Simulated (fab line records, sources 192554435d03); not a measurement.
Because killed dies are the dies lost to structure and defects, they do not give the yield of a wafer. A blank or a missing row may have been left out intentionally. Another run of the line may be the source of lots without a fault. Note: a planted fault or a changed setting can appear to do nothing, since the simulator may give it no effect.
Matching of chambers -- flow n5-finfet -- rie-diel-05 running N5_FIN_SAQP_HM_OPEN_73: 4 sister chambers
The step chemistry CHF3/O2, target SiO2, stops on a-Si, target depth 12 nm, time 16.8 s. 16 wafers are shown with their chamber, then 8 later ones without.

== EACH WAFER AND ITS CHAMBER ==
wafer,chamber,throttle-valve-pct (%),rf-vpp-V (V),showerhead-plenum-p-Torr (Torr)
L074.3,1,18.89,536,2.47
L074.5,1,18.90,534,2.47
L074.6,0,19.07,534,2.46
L085.2,3,18.51,516,2.53
L085.4,0,19.07,532,2.45
L085.5,1,18.93,537,2.46
L087.3,0,19.09,532,2.45
L087.4,3,18.50,514,2.53
L087.5,2,18.52,535,2.50
L091.1,3,18.52,515,2.53
L091.2,1,18.95,536,2.45
L091.6,1,18.93,534,2.45
L092.1,1,18.95,536,2.45
L092.3,2,18.54,537,2.50
L092.4,0,19.12,533,2.44
L093.2,0,19.11,531,2.44

SIGNATURES (means of the wafers above)
reading,chamber 0,chamber 1,chamber 2,chamber 3,scatter within a chamber
throttle-valve-pct,19.0920,18.9250,18.5300,18.5100,0.0217
rf-vpp-V,532.40,535.50,536.00,515.00,1.18
showerhead-plenum-p-Torr,2.4480,2.4583,2.5000,2.5300,0.00798
Rule: a wafer's distance from a chamber is the root of the sum, over the readings, of the square of ((its reading less the chamber's mean) divided by the reading's scatter). The wafer belongs to the nearest chamber; if the next one is less than 2 further off, it can't be placed. How the scatter is found: for the shown wafers, subtract from each reading the mean of its chamber, square and add these, divide the total by (wafers less chambers), then take the root.

== WAFERS WITH NO CHAMBER GIVEN ==
wafer,throttle-valve-pct (%),rf-vpp-V (V),showerhead-plenum-p-Torr (Torr)
L093.4,18.95,536,2.45
L093.5,19.11,532,2.44
L096.2,18.55,535,2.49
L096.4,18.52,515,2.52
L096.5,18.54,518,2.52
L097.1,19.14,532,2.44
L097.3,18.54,535,2.49
L097.5,18.95,536,2.45

== CHAMBER TAKEN BY EACH ==
wafer,from the rows above,in truth
L093.4,1,1
L093.5,0,0
L096.2,2,2
L096.4,3,3
L096.5,3,3
L097.1,0,0
L097.3,2,2
L097.5,1,1
8 of 8 placed correctly. Number that these rows cannot place: 0. 0 placed wrongly.
